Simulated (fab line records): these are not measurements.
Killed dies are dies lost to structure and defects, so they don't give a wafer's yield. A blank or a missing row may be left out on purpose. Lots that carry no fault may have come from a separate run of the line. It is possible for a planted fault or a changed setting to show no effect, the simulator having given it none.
Code-filled problem report in 8D (eight disciplines) form | flow n5 finfet | the parts of the form that need people (team, actions taken, sign-off) are left out

== 1. THE ISSUE ==
Mean of rf fwd power W at N5_BEOL_M10_VIA_ETCH_34: 259.6 W across 6 wafers in 2 lots; on wafers with no fault it is 341.7 W (standard deviation 1.3). That is -63 standard deviations from the usual mean.
The step: etches SiCOH lowk in C4F6/O2, target depth 184.5 nm, time 69.2 s.
Earliest sighting: wafer L539.2 on rie diel-04 at day 14 05:01. The record has a number at this step for 30 wafers belonging to 10 lots. Rule for "out" (also "out of limits"): further than 4 standard deviations from the usual mean. Any other wafer with a number is counted as sound.

== 2. WHAT IT IS, WHAT IT ISN'T ==
question                    | is                       | is not
which readings at this step | rf fwd power W, rf vpp V | C4F6_flow_sccm, drypump motor current A, showerhead plenum p Torr, throttle valve pct
which lots                  | L539, L541               | L529, L530, L532, L542, L543, L546, L549, L552
which wafers of those lots  | all that have a number   | -
read on which tools         | rie diel-04              | rie diel-01, rie diel-03
when                        | from day 14 05:01        | up to then (9 sound wafers); but 15 sound wafers of L542, L543, L546, L549, L552 came after

== 3. SUSPECTS, AND WHAT RULES EACH OUT ==
Counting: any tool at a process step up to the reading is kept as a suspect provided that every lot that is out went through it and no sound lot did after the first of them.
- rie diel-04 at N5_BEOL_M10_DESCUM_33 (chemistry O2, time 7.9 s): kept. It ran every lot that is out, first L539 (day 14 04:48), and no sound lot after that; its last sound lot up to then is L530 (day 12 01:01).
- rie diel-04 at N5_BEOL_M10_VIA_ETCH_34 (etches SiCOH lowk in C4F6/O2, target depth 184.5 nm, time 69.2 s): kept. It ran every lot that is out, first L539 (day 14 05:01), and no sound lot after that; its last sound lot up to then is L530 (day 12 01:14). Out on those wafers are its own readings of rf fwd power W, rf vpp V.
What counting leaves: rie diel-04 at N5_BEOL_M10_DESCUM_33 and rie diel-04 at N5_BEOL_M10_VIA_ETCH_34.

== 4. THE CAUSE (what the simulator had put in) ==
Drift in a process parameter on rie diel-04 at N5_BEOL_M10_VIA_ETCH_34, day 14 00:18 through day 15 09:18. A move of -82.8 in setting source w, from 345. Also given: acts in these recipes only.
Of the 2 suspects that counting leaves, this tool is one.

== 5. SEQUENCE OF EFFECTS, ordered by route ==
Each row: a reading whose mean over the struck wafers that have a number lies more than 3 standard deviations from the usual. Only readings for which the record gives a usual standard deviation are gone through. hours: the time from each lot's start at the first step in this table that gives one to its start at this step, as a median over the lots. sigmas: the change in usual standard deviations.
hours | step                    | reading        | usual     | on struck wafers | change | sigmas
0     | N5_BEOL_M10_VIA_ETCH_34 | oes_f_703_au   | 0.81 a.u. | 0.57             | -0.24  | -4.4
0     | N5_BEOL_M10_VIA_ETCH_34 | oes_o_777_au   | 0.81 a.u. | 0.59             | -0.22  | -4.2
0     | N5_BEOL_M10_VIA_ETCH_34 | rf fwd power W | 341.7 W   | 259.6            | -82.1  | -63
0     | N5_BEOL_M10_VIA_ETCH_34 | rf vpp V       | 669 V     | 772              | +103   | +14
The process steps in it:
- N5_BEOL_M10_VIA_ETCH_34: etches SiCOH lowk in C4F6/O2, target depth 184.5 nm, time 69.2 s.

== 6. WHAT WOULD HAVE CAUGHT IT SOONER ==
In this record no reading fell out of limits until day 14 05:01, 5 hours after the fault had begun at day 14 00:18.
